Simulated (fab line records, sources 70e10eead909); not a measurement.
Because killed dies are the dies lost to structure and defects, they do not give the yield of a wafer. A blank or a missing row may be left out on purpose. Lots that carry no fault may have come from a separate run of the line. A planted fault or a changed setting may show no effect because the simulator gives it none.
Matching of chambers | flow nandHarc | 3 sister chambers for NHARC_A_M0_PRE_CLEAN_31 on pecvd-02
The step time 12 s. 14 wafers are shown with their chamber, then 7 later ones without.

WAFERS WITH THEIR CHAMBER
wafer  | chamber | heaterPowerW (W)
L074.4 | 0       | 588
L074.5 | 2       | 793
L074.6 | 1       | 618
L075.3 | 1       | 602
L075.5 | 0       | 616
L075.6 | 1       | 585
L079.1 | 1       | 624
L079.2 | 2       | 750
L079.6 | 1       | 642
L081.3 | 2       | 769
L081.4 | 1       | 650
L081.6 | 2       | 771
L080.1 | 2       | 679
L080.2 | 1       | 622

SIGNATURES, as means of the wafers listed above
reading      | chamber 0 | chamber 1 | chamber 2 | scatter within a chamber
heaterPowerW | 602.00    | 620.43    | 752.40    | 31.6
Rule: a wafer lies at a distance from a chamber equal to the root of the sum of squares, over the readings, of (its reading less the chamber's mean, divided by the reading's scatter). The wafer belongs to the nearest chamber; if the next one is less than 2 further off, it can't be placed. The scatter: the root of (the sum of the squares of (reading less its chamber's mean) over the shown wafers, divided by (wafers less chambers)).

WAFERS WITH NO CHAMBER GIVEN
wafer  | heaterPowerW (W)
L080.3 | 631
L087.4 | 627
L087.5 | 734
L087.6 | 544
L096.2 | 672
L096.3 | 606
L096.5 | 779

CHAMBER TAKEN BY EACH
wafer  | from the rows above          | in truth
L080.3 | can't be placed: 1 or 0      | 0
L087.4 | can't be placed: 1 or 0      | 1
L087.5 | 2                            | 2
L087.6 | can't be placed: 0 or 1      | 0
L096.2 | can't be placed: 1 or 0 or 2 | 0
L096.3 | can't be placed: 0 or 1      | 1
L096.5 | 2                            | 2
Placed correctly: 2 of 7. Can't be placed from these rows: 5 (the true chamber is among the candidates in 5). Number placed wrongly: 0.
